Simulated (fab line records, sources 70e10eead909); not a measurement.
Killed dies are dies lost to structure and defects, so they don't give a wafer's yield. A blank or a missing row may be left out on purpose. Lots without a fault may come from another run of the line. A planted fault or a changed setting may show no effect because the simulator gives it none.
fab line records | flow nand_harc
record lots=6 wafers=18 last_day=32
route steps=1302 shown A_SLIT@945 A_SIN_REMOVE@947 A_WL_FILL@952 END@1302
lots that met no fault: from a run of the same line without faults
start_h: hours from the record's first day to the start of the lot's first wafer shown | wait_h: hours since the lot's step before | " the same as in the row above | L1.1+2: a row that stands for several wafers | - no value, or no start given | * or withheld: withheld | < > ~ a bound
route shown NAME@n: a module of which the file shows steps, and the number in the route of the first | usual: mean/standard deviation of fault-free wafers | same: alike in all rows | chamber/n: place in a boat | sites: the reading at each site | _std_site: their standard deviation | _edge_site: outer sites' mean less inner sites' | radius_mm: how far each site lies from the wafer's centre | mask NAME#n: copy n | behind: the tool/chamber that last shaped the wafer | hold: why the lot was held/for how many hours/how that ended | device: the transistor (n, p or np) that didn't switch | end of line: the same wafers' tests at the end of the route | a step without rows: its recipe alone | killed: dies lost to structure and defects at the first sort, not the wafer's yield | map: a wafer's dies, x killed, . not, _ none there
set.NAME: the setting as run; set.NAME@STEP: as run at that earlier step | model.NAME: the simulator's own value behind a step, which no gauge read
lots at some steps of the route; a table a step, a row a wafer
services: from which hour (start_h, from the record's first day; less than 0 if before it) a tool's chamber was out of use, for how many hours, and why
## steps
# step NHARC_A_SLIT_SRD_20
# step NHARC_A_SLIT_CD_MEAS_21
# usual cd_nm=289.4/0.79
# columns lot.wafer tool chamber start_h wait_h cd_nm
L482.1 cd_sem-01 - 473.93 - 289.6
L482.4 " - " " 289.9
L482.5 " - " " 290.0
L486.2 cd_sem-02 - 489.21 - 289.0
L486.3 " - " " 289.0
L486.4 " - " " 289.8
L493.2 cd_sem-02 - 563.20 - 288.8
L493.3 " - " " 287.8
L493.6 " - " " 288.1
L492.1 cd_sem-01 - 576.27 - 288.9
L492.3 " - " " 288.6
L492.6 " - " " 288.6
L498.3 cd_sem-03 - 610.11 - 287.9
L498.4 " - " " 287.8
L498.5 " - " " 287.6
L499.1 cd_sem-03 - 637.40 - 288.4
L499.3 " - " " 289.2
L499.4 " - " " 288.7
# step NHARC_A_SIN_REMOVE_WET_00
# recipe temp_c=160 time_s=15300 chemistry=H3PO4
# step NHARC_A_SIN_REMOVE_PRECLEAN_01
# recipe time_s=* temp_c=50 bath_age_min=0 chemistry=SC1
# step NHARC_A_SIN_REMOVE_SRD_02
# step NHARC_A_SIN_REMOVE_INSPECT_04
# usual raw_defect_count=379/74
# columns lot.wafer tool chamber start_h wait_h raw_defect_count
L482.1 defect_inspect-01 - 479.19 0.0 309
L482.4 " - " " 358
L482.5 " - " " 336
L486.2 defect_inspect-02 - 495.81 0.0 332
L486.3 " - " " 355
L486.4 " - " " 482
L493.2 defect_inspect-01 - 569.98 0.0 326
L493.3 " - " " 413
L493.6 " - " " 357
L492.1 defect_inspect-01 - 581.32 0.0 358
L492.3 " - " " 380
L492.6 " - " " 327
L498.3 defect_inspect-02 - 615.65 0.0 435
L498.4 " - " " 444
L498.5 " - " " 365
L499.1 defect_inspect-01 - 644.06 0.0 386
L499.3 " - " " 357
L499.4 " - " " 363
# step NHARC_A_WL_FILL_ALD_00
# recipe target_thk_a=30 pulse_time_s=3 ald_cycles=30 temp_c=300 material=Al2O3
# usual heater_power_w=443/53 precursor_pulse_height_rel=0.997/0.017
# columns lot.wafer tool chamber start_h wait_h heater_power_w precursor_pulse_height_rel
L482.4 ald_hk-04 1 479.47 0.3 394 1.007
L482.1 " 2 " " 405 0.985
L482.5 " 3 " " 480 1.008
L486.2 ald_hk-01 0 497.00 1.2 480 1.004
L486.3 " 1 " " 512 0.985
L486.4 " 2 " " 527 1.011
L493.2 ald_hk-04 2 570.04 0.1 401 0.977
L493.3 " 1 " " 399 1.005
L493.6 " 3 " " 492 1.010
L492.3 ald_hk-01 3 581.41 0.1 368 0.976
L492.1 " 0 " " 472 0.981
L492.6 " 3 " " 368 0.961
L498.3 ald_hk-01 1 615.90 0.2 500 1.015
L498.4 " 3 " " 368 0.988
L498.5 " 1 " " 509 1.002
L499.4 ald_hk-03 3 644.15 0.1 467 1.002
L499.1 " 0 " " 423 0.973
L499.3 " 1 " " 353 0.995
# step NHARC_A_WL_FILL_RTA_01
# recipe temp_c=1000 time_s=5
# usual lamp_power_pct=31/4 wafer_temp_C_max=1004.2/0.84
# columns lot.wafer tool chamber start_h wait_h lamp_power_pct wafer_temp_C_max
L482.1 rtp_anneal-01 0 479.68 - 25 1004.1
L482.4 " 0 " " 26 1003.4
L482.5 " 0 " " 25 1004.8
L486.2 rtp_anneal-01 0 497.42 - 26 1003.6
L486.3 " 0 " " 25 1007.0
L486.4 " 0 " " 26 1004.6
L493.2 rtp_anneal-02 0 570.34 - 34 1004.4
L493.3 " 0 " " 34 1004.9
L493.6 " 0 " " 34 1004.2
L492.1 rtp_anneal-01 0 581.76 - 26 1005.6
L492.3 " 0 " " 25 1003.5
L492.6 " 0 " " 26 1005.6
L498.3 rtp_anneal-02 0 616.21 - 34 1005.9
L498.4 " 0 " " 34 1003.6
L498.5 " 0 " " 34 1004.0
L499.1 rtp_anneal-02 0 644.39 - 34 1004.4
L499.3 " 0 " " 34 1003.9
L499.4 " 0 " " 34 1003.9
# step NHARC_A_WL_FILL_ALD_02
# recipe target_thk_a=20 pulse_time_s=3 ald_cycles=100 temp_c=450 material=TiN
# usual heater_power_w=1014/91 precursor_pulse_height_rel=0.999/0.018
# columns lot.wafer tool chamber start_h wait_h heater_power_w precursor_pulse_height_rel
L482.4 ald_metal-03 1 479.93 0.1 933 0.977
L482.1 " 3 " " 920 1.014
L482.5 " 1 " " 932 0.999
L486.3 ald_metal-02 2 497.61 0.1 972 1.008
L486.4 " 0 " " 1099 0.987
L486.2 " 1 " " 1014 1.007
L493.3 ald_metal-01 1 570.53 0.1 1141 1.016
L493.2 " 3 " " 967 1.018
L493.6 " 1 " " 1120 0.978
L492.1 ald_metal-01 0 581.98 0.2 887 1.014
L492.3 " 0 " " 866 1.030
L492.6 " 3 " " 967 1.014
L498.4 ald_metal-01 1 616.37 0.1 1130 0.977
L498.3 " 2 " " 1039 0.983
L498.5 " 2 " " 1044 1.024
L499.1 ald_metal-03 2 644.60 0.2 1147 1.013
L499.3 " 1 " " 950 0.968
L499.4 " 2 " " 1167 0.988
# step NHARC_A_WL_FILL_CVD_03
# recipe target_thk_a=400 temp_c=300 pressure_torr=40 wf6_flow_sccm=40 h2_flow_sccm=1600 ar_flow_sccm=1560 time_s=279 material=W
# usual heater_power_w=410/28 mfc_ar_sccm=1559/4.8 throttle_valve_pct=7.85/0.18
# columns lot.wafer tool chamber start_h wait_h heater_power_w mfc_ar_sccm throttle_valve_pct
L482.1 cvd_w-01 1 480.39 0.1 389 1557 7.68
L482.4 " 1 " " 389 1565 7.76
L482.5 " 1 " " 396 1571 7.68
L486.2 cvd_w-01 0 498.10 0.1 461 1561 7.99
L486.4 " 1 " " 383 1561 7.59
L486.3 " 0 " " 472 1547 7.84
L493.2 cvd_w-02 0 570.97 0.1 401 1565 7.98
L493.3 " 0 " " 400 1555 7.86
L493.6 " 0 " " 391 1565 7.92
L492.1 cvd_w-02 1 582.65 0.1 390 1565 7.72
L492.3 " 0 " " 396 1564 8.35
L492.6 " 1 " " 387 1569 7.85
L498.3 cvd_w-02 0 616.90 0.2 400 1559 7.97
L498.4 " 1 " " 389 1561 7.75
L498.5 " 1 " " 379 1557 7.85
L499.1 cvd_w-02 1 645.17 0.1 376 1560 7.45
L499.3 " 0 " " 404 1570 7.82
L499.4 " 1 " " 400 1553 7.78
# step NHARC_A_WL_FILL_ETCHBACK_04
# recipe target_depth_a=600 time_s=120 chemistry=NF3
# usual drypump_motor_current_A=5.4/0.52 oes_product_au=0.998/0.0095 run_length_s=141.3/0.5
# columns lot.wafer tool chamber start_h wait_h drypump_motor_current_A oes_product_au rf_hours_counter_h run_length_s
L482.1 rie_metal-01 0 480.74 0.3 5.0 1.002 1.2 141.3
L482.4 " 1 " " 5.0 1.003 - 141.6
L482.5 " 1 " " 5.0 1.004 - 141.7
L486.2 rie_metal-03 1 498.42 0.3 5.5 1.004 2.3 141.2
L486.3 " 1 " " 5.5 1.012 - 141.0
L486.4 " 0 " " 6.0 1.024 - 140.4
L493.2 rie_metal-03 0 571.34 0.3 6.0 1.013 0.6 116.0
L493.3 " 1 " " 5.5 0.988 - 140.7
L493.6 " 1 " " 5.5 0.996 - 141.2
L492.1 rie_metal-03 0 583.03 0.3 6.0 1.010 1.0 115.6
L492.3 " 1 " " 5.5 0.996 - 141.2
L492.6 " 0 " " 6.0 1.007 - 140.6
L498.3 rie_metal-02 1 617.24 0.3 4.8 0.992 - 141.8
L498.4 " 0 " " 6.2 0.988 - 142.0
L498.5 " 1 " " 4.8 0.990 - 142.0
L499.1 rie_metal-02 1 645.52 0.3 4.8 0.989 0.0 142.3
L499.4 " 0 " " 6.1 0.992 - 141.7
L499.3 " 1 " " 4.8 0.996 - 142.1
# step NHARC_A_WL_FILL_ETCHBACK_05
# recipe target_depth_a=220 time_s=60 temp_c=40 chemistry=Cl2/BCl3
# usual drypump_motor_current_A=5.4/0.52 oes_product_au=1.000/0.0096 run_length_s=81.3/0.49
# columns lot.wafer tool chamber start_h wait_h drypump_motor_current_A oes_product_au rf_hours_counter_h run_length_s
L482.1 rie_metal-01 1 480.96 0.2 5.0 1.009 1.4 81.4
L482.4 " 1 " " 5.0 1.016 - 81.6
L482.5 " 1 " " 5.0 1.011 - 81.5
L486.2 rie_metal-03 0 498.68 0.2 6.0 1.023 2.4 80.6
L486.4 " 1 " " 5.5 1.004 - 81.0
L486.3 " 0 " " 6.0 1.009 - 80.3
L493.2 rie_metal-03 1 571.58 0.2 5.5 0.995 0.7 81.0
L493.3 " 0 " " 6.0 1.009 - 80.7
L493.6 " 0 " " 6.0 1.018 - 80.4
L492.1 rie_metal-03 1 583.27 0.2 5.5 0.985 1.2 81.0
L492.3 " 0 " " 6.0 1.003 - 80.7
L492.6 " 0 " " 6.0 1.011 - 80.5
L498.4 rie_metal-02 0 617.43 0.1 6.2 0.986 - 81.9
L498.3 " 1 " " 4.8 0.992 - 81.6
L498.5 " 0 " " 6.1 0.993 - 81.7
L499.1 rie_metal-02 0 645.73 0.2 6.2 0.998 0.1 81.6
L499.4 " 0 " " 6.2 1.002 - 81.5
L499.3 " 1 " " 4.8 0.997 - 81.8
# step NHARC_END_SORT_01
# recipe temp_c=25
# usual killed_at_array=63/18 killed_at_other=1.1/1.3 killed_at_periphery=4.3/2.8 killed_dies=68/18 killed_open=3.3/2 killed_short=2.4/1.6
# same gross_dies=677
# columns lot.wafer tool chamber start_h wait_h killed_at_array killed_at_other killed_at_periphery killed_dies killed_open killed_short
L482.1 prober-02 0 580.79 2.5 75 0 1 76 1 1
L482.4 prober-02 0 583.17 3.4 84 2 10 96 3 2
L482.5 prober-02 0 583.96 3.7 75 1 6 82 0 4
L486.2 prober-01 0 600.84 2.8 78 2 6 86 6 4
L486.3 prober-01 0 601.65 3.1 75 0 5 80 4 1
L486.4 prober-01 0 602.45 3.4 86 0 1 87 2 2
L493.2 prober-02 0 737.67 2.8 51 3 3 57 3 3
L493.3 prober-02 0 738.48 3.1 47 1 2 50 4 1
L493.6 prober-02 0 740.91 4.1 52 1 6 59 4 2
L492.1 prober-01 0 744.56 2.5 71 5 3 79 1 2
L492.3 prober-01 0 746.15 3.1 81 2 3 86 6 2
L492.6 prober-01 0 748.55 4.0 83 0 7 90 4 2
# killed by level:class
L482.1 A_CHANNEL_HOLE_D1:chamber_film_flake=29 A_SLIT:chamber_film_flake=19 A_CHANNEL_HOLE_D2:chamber_film_flake=7 A_STAIRCASE:chamber_film_flake=6 A_CONTACT:chamber_film_flake=5 A_CHANNEL_FILL_D1:chamber_film_flake=4 A_WL_FILL:chamber_film_flake=2 A_DECK1_JOINT:geometric_particle:short=1
L482.4 A_CHANNEL_HOLE_D1:chamber_film_flake=40 A_SLIT:chamber_film_flake=18 A_CHANNEL_HOLE_D2:chamber_film_flake=8 A_STAIRCASE:chamber_film_flake=7 P_BONDPAD:chamber_film_flake=6 A_CONTACT:chamber_film_flake=3 A_CHANNEL_FILL_D1:chamber_film_flake=3 P_STI:chamber_film_flake=2
L482.5 A_CHANNEL_HOLE_D1:chamber_film_flake=32 A_SLIT:chamber_film_flake=20 A_CHANNEL_HOLE_D2:chamber_film_flake=7 P_BONDPAD:chamber_film_flake=4 A_CHANNEL_FILL_D1:chamber_film_flake=4 A_CONTACT:chamber_film_flake=2 A_M0:chamber_film_flake=2 A_ONON_D1:geometric_particle:short=1
L486.2 A_CHANNEL_HOLE_D2:chamber_film_flake=37 A_CHANNEL_HOLE_D1:chamber_film_flake=27 A_STAIRCASE:chamber_film_flake=5 P_ZERO_WELL:chamber_film_flake=3 A_ONON_D1:geometric_particle:open=2 STARTING-WAFER:geometric_particle:short=2 P_M0:geometric_particle:open=1 A_DECK1_JOINT:geometric_particle:open=1
L486.3 A_CHANNEL_HOLE_D2:chamber_film_flake=38 A_CHANNEL_HOLE_D1:chamber_film_flake=26 P_M2:chamber_film_flake=3 A_STAIRCASE:chamber_film_flake=3 A_DECK1_JOINT:geometric_particle:open=2 P_ZERO_WELL:chamber_film_flake=2 A_CONTACT:chamber_film_flake=2 A_CHANNEL_HOLE_D2:geometric_particle:open=1
L486.4 A_CHANNEL_HOLE_D1:chamber_film_flake=38 A_CHANNEL_HOLE_D2:chamber_film_flake=32 A_STAIRCASE:chamber_film_flake=7 A_CHANNEL_FILL_D2:geometric_particle:open=2 A_SLIT:chamber_film_flake=2 A_CHANNEL_FILL_D2:geometric_particle:short=1 A_SGD_CUT:geometric_particle:short=1 P_ZERO_WELL:chamber_film_flake=1
L493.2 A_SLIT:chamber_film_flake=19 A_CONTACT:chamber_film_flake=12 A_CHANNEL_HOLE_D2:chamber_film_flake=8 A_WL_FILL:chamber_film_flake=4 P_M2:chamber_film_flake=2 A_CHANNEL_HOLE_D1:chamber_film_flake=2 THIN_TSV:chamber_film_flake=2 P_M2:geometric_particle:open=1
L493.3 A_SLIT:chamber_film_flake=26 A_CHANNEL_HOLE_D2:chamber_film_flake=5 A_CONTACT:chamber_film_flake=4 A_CHANNEL_HOLE_D1:chamber_film_flake=2 A_STAIRCASE:chamber_film_flake=2 A_WL_FILL:chamber_film_flake=2 A_ONON_D1:geometric_particle:short=1 A_DECK1_JOINT:geometric_particle:open=1
L493.6 A_SLIT:chamber_film_flake=24 A_CONTACT:chamber_film_flake=9 A_CHANNEL_HOLE_D2:chamber_film_flake=7 A_STAIRCASE:chamber_film_flake=4 A_WL_FILL:chamber_film_flake=3 P_M2:chamber_film_flake=2 P_M0:geometric_particle:open=1 P_M1:geometric_particle:open=1
L492.1 A_SLIT:chamber_film_flake=30 A_CHANNEL_HOLE_D1:chamber_film_flake=28 THIN_TSV:chamber_film_flake=5 A_CONTACT:chamber_film_flake=4 A_STAIRCASE:chamber_film_flake=3 A_SGD_CUT:geometric_particle:open=1 A_WL_FILL:geometric_particle:short=1 A_M0:geometric_particle:short=1
L492.3 A_CHANNEL_HOLE_D1:chamber_film_flake=36 A_SLIT:chamber_film_flake=26 A_STAIRCASE:chamber_film_flake=4 A_CONTACT:chamber_film_flake=4 P_GATE:chamber_film_flake=2 A_WL_FILL:chamber_film_flake=2 THIN_TSV:chamber_film_flake=2 P_CONTACT:geometric_particle:open=1
L492.6 A_CHANNEL_HOLE_D1:chamber_film_flake=33 A_SLIT:chamber_film_flake=29 A_CONTACT:chamber_film_flake=6 P_GATE:chamber_film_flake=4 A_BONDPAD:chamber_film_flake=4 A_STAIRCASE:chamber_film_flake=3 A_WL_FILL:chamber_film_flake=2 P_STI:geometric_particle:open=1
## services
# columns tool chamber start_h hours kind
ald_metal-03 0 464.34 11.3 repair
ald_hk-01 - 476.56 10.0 pm
ald_metal-01 1 483.32 13.6 repair
cvd_w-02 - 498.26 1.8 repair
ald_metal-01 2 502.66 31.5 repair
ald_metal-01 1 507.75 37.5 repair
rie_metal-03 - 519.00 9.0 pm
ald_metal-01 - 526.00 10.0 pm
rie_metal-01 - 531.94 1.6 repair
cvd_w-01 - 547.15 13.0 pm
ald_metal-01 0 553.77 10.2 repair
ald_metal-03 - 568.00 10.0 pm
ald_metal-01 1 571.14 19.0 repair
rie_metal-01 - 575.00 9.0 pm
ald_metal-01 2 575.54 6.5 repair
cvd_w-02 0 588.62 6.9 repair
ald_metal-01 - 592.09 0.9 repair
ald_metal-03 - 612.01 1.4 repair
ald_hk-04 - 612.04 10.0 pm
ald_metal-03 3 629.73 20.6 repair
rie_metal-02 1 629.82 4.7 repair
cvd_w-02 - 631.00 13.0 pm
rie_metal-02 - 631.03 9.0 pm
rie_metal-03 1 631.93 1.5 repair
## key
first_sign step=NHARC_A_WL_FILL_ETCHBACK_04 reading=run_length_s direction=down sigmas=51 usual=* struck=*
effect none on later readings
met_at NHARC_A_WL_FILL_ETCHBACK_04
struck_wafers L492.1,L493.2
tester_left_out L492,L493
onset_between 498.42 571.34
fault kind=process_parameter_drift tool=rie_metal-03 chamber=- onset_h=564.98 steps=NHARC_A_WL_FILL_ETCHBACK_04 channel=time_s offset=* shape=step end_h=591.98 scope=struck_wafers_only acts_in=* stated=*
# tester_left_out: of these lots the tester's yield and bins aren't shown, on N5 and GAA mostly nor the transistor test; their killed dies are dies lost to structure and defects alone, not to doping, threshold or leakage, so they don't give the yield
